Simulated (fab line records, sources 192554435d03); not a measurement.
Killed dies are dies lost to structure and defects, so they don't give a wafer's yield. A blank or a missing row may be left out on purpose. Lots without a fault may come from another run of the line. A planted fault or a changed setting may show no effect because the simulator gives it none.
A struck lot beside a sound one | flow n5_finfet | 15 steps out of a route of 1938
Sound: wafers L396.1, L396.2, L396.5. Struck: wafers L402.2, L402.3, L402.5. The cause comes at the end.
At each step with rows: each side's tool, then ch and its chambers, then its first start. Under that, the readings that differ: sound wafers | struck wafers | difference of the means | sigmas: that difference in standard deviations of wafers without a fault.
alike: readings whose means differ by less than 2 such deviations, and words and numbers that are the same on both sides. not compared: withheld readings, readings that some wafer has no value for, bounds like >300 that may hide the same value, and numbers for which the record gives no deviation and whose values overlap.
The two part at a step that has a row with sigmas, a row that says differs or no value, or rows on one side only. Numbers that don't overlap but have no deviation are shown without sigmas and don't part them. A reading that every wafer of one side lacks parts them only if that side has two wafers or more.

N5_MIM_BOT_ETCH_ETCH_03: etches the open film in Cl2/BCl3, target depth 12 nm.
  sound on rie_metal-03 ch 0,1, day 13 14:50; struck on rie_metal-01 ch 0,1, day 16 00:39
  alike: drypump_motor_current_A, oes_product_au, rf_fwd_power_W, throttle_valve_pct
  not compared: rf_hours_counter_h
N5_MIM_BOT_ETCH_ETCH_00: etches TiN in Cl2/BCl3, target depth 45.5 nm.
  sound on rie_metal-03 ch 0,1, day 13 14:55; struck on rie_metal-01 ch 0,1, day 16 00:44
  alike: drypump_motor_current_A, oes_product_au, rf_fwd_power_W, throttle_valve_pct
  not compared: rf_hours_counter_h
N5_MIM_BOT_ETCH_STRIP_01: strips in O2.
  sound on rie_diel-06 ch 0,1,2, day 13 15:04; struck on rie_diel-06 ch 0,1,3, day 16 00:53
  alike: drypump_motor_current_A, oes_product_au, rf_vpp_V, showerhead_plenum_p_Torr, temp_c, throttle_valve_pct
  not compared: rf_hours_counter_h
then, 3 steps without rows for these wafers: N5_MIM_BOT_ETCH_STRIP_02 (strips in post etch residue remover, time 1200 s); N5_MIM_BOT_ETCH_CLEAN_05 (cleans in IPA, time 180 s); N5_MIM_BOT_ETCH_SRD_06 (time 30 s).
N5_PASSIVATION_PECVD_55: deposits SiO2 from SiH4/N2O, target thk 400 nm, time 22.5 s.
  sound on pecvd-04 ch 0,1, day 13 15:34; struck on pecvd-02 ch 0,2, day 16 01:23
  alike: heater_power_w, rf_fwd_power_W, showerhead_plenum_p_Torr, throttle_valve_pct
N5_PASSIVATION_PECVD_01: deposits SiNx from SiH4/NH3/N2, target thk 200 nm, time 43.2 s.
  sound on pecvd-04 ch 0,1, day 13 15:36; struck on pecvd-02 ch 0,2, day 16 01:25
  alike: heater_power_w, rf_fwd_power_W, showerhead_plenum_p_Torr, throttle_valve_pct
then, 4 steps without rows for these wafers: N5_PASSIVATION_HMDS_03 (time 60 s); N5_PASSIVATION_COAT_04; N5_PASSIVATION_EBR_06; N5_PASSIVATION_SOFTBAKE_05 (time 90 s).
N5_PASSIVATION_EXPOSE_07: exposes mask TV, defocus 0 nm, target cd 3000 nm.
  sound on krf_scanner-02 ch 0, day 13 15:47; struck on krf_scanner-01 ch 0, day 16 04:11
  reading              | sound                | struck               | difference | sigmas
  exposure_dose_mJ_cm2 | 22.747 22.765 22.773 | 23.327 23.317 23.278 | +0.546     | +26
  alike: mask
then, 1 step without rows for these wafers: N5_PASSIVATION_PEB_08.
N5_PASSIVATION_PROBE_49:
  sound on prober-02, day 13 22:32; struck on prober-01, day 16 12:20
  alike: defect_limited_yield, killed_at_M0_to_M3, killed_at_M4_up, killed_at_contacts, killed_at_front_end, killed_at_other, killed_dies, killed_open, killed_short, sort_bin_5_function, sort_bin_6_memory, sort_bin_8_speed, sort_n_pass, sort_yield_pct

WHERE THEY PART
Only at N5_PASSIVATION_EXPOSE_07, within this record. Later steps at which nothing parts them and some readings are alike: N5_PASSIVATION_PROBE_49.

WHY: what the simulator had put in
Process parameter drift: krf_scanner-01, from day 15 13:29 on, at N5_PASSIVATION_EXPOSE_07. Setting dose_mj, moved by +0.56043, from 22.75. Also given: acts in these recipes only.
